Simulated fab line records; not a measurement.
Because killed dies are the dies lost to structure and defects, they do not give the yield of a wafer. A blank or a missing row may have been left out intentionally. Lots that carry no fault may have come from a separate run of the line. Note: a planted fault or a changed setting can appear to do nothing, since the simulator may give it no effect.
Struck lot and sound lot, side by side + flow nand_harc + 15 out of 1302 route steps
Sound: the wafers L907.2, L907.4, L907.6. Wafers L927.3, L927.4, L927.6 were the ones struck. The cause is named last.
Per side, at each step with rows, come the tool, then ch with its chambers, and then its first start. Under that, the readings that differ: sound wafers + struck wafers + difference of the means + sigmas: that difference in standard deviations of wafers without a fault.
alike: same words and numbers on both sides, and readings whose means sit less than 2 such deviations apart. not compared: any withheld reading, any reading some wafer has no value for, any bound like >300 that may hide the same value, and any number with overlapping values for which the record gives no deviation.
A row with sigmas, a row that says differs or no value, or rows on one side alone: a step with any of these is where the two part. When numbers do not overlap yet have no deviation, they are printed without sigmas and do not part them. Lack of a reading on every wafer of one side parts them only where that side has two or more wafers.

first, 8 steps without rows for these wafers: NHARC_P_ZERO_WELL_DEHYDRATE_44 (time 120 s); NHARC_P_ZERO_WELL_HMDS_45 (time 30 s); NHARC_P_ZERO_WELL_COAT_46; NHARC_P_ZERO_WELL_SOFTBAKE_47 (time 95 s); NHARC_P_ZERO_WELL_EBR_48; NHARC_P_ZERO_WELL_EXPOSE_49 (exposes mask P HVPW, target cd 2000 nm); NHARC_P_ZERO_WELL_PEB_50 (peb time 85 s); NHARC_P_ZERO_WELL_DEVELOP_51 (time 70 s).
NHARC_P_ZERO_WELL_CD_MEAS_52 targets a cd of 2000 nm.
  sound on cd_sem-02 ch 0, day 2 11:52; struck on cd_sem-02 ch 0, day 10 19:52
  alike: cd_nm
then, 1 step without rows for these wafers: NHARC_P_ZERO_WELL_HARDBAKE_53 (time 80 s).
NHARC_P_ZERO_WELL_DESCUM_54: chemistry O2, time 3 s.
  sound on rie_diel-01 ch 0,2, day 2 12:03; struck on rie_diel-09 ch 2,3, day 10 20:01
  alike: chamber_pressure_mTorr, drypump_motor_current_A, oes_product_au, rf_vpp_V, showerhead_plenum_p_Torr, throttle_valve_pct
  not compared: rf_hours_counter_h
next, for these wafers, 1 step has no rows: NHARC_P_ZERO_WELL_IMPLANT_55.
NHARC_P_ZERO_WELL_IMPLANT_61:
  sound on implanter-01 ch 0, day 2 12:24; struck on implanter-01, day 10 20:25
  no value came back on the struck wafers for beam_energy_keV, beam_on_s (s), dose_ions_cm2, implant_ion_amu; on the sound wafers beam_energy_keV reads 30.016 29.991 30.002
then, 1 step without rows for these wafers: NHARC_P_ZERO_WELL_STRIP_56 (strips in SPM, time 840 s).
-- record jumps: 22 days between struck wafers' starts before vs after; left off in module P_ZERO_WELL, resumes in module END, first step shown is number 1302 of the route --
NHARC_END_SORT_01:
  sound on prober-02 ch 0, day 24 19:29; struck on prober-01 ch 0, day 33 05:07
| reading             | sound    | struck                                                               | difference                   | sigmas      |
|---------------------|----------|----------------------------------------------------------------------|------------------------------|-------------|
| hold                | - - -    | await_dispo/2.6h/scrap await_dispo/2.6h/scrap await_dispo/2.6h/scrap | no value on the sound wafers |             |
| killed_at_periphery | 2 4 3    | 617 626 618                                                          | +617                         | +99 or more |
| killed_dies         | 57 68 67 | 677 677 677                                                          | +613                         | +28         |
  alike: killed_at_array, killed_at_other, killed_open, killed_short

WHERE THEY PART
Earliest at NHARC_P_ZERO_WELL_IMPLANT_61; latest, in this record, at NHARC_END_SORT_01.

WHY: what the simulator had put in
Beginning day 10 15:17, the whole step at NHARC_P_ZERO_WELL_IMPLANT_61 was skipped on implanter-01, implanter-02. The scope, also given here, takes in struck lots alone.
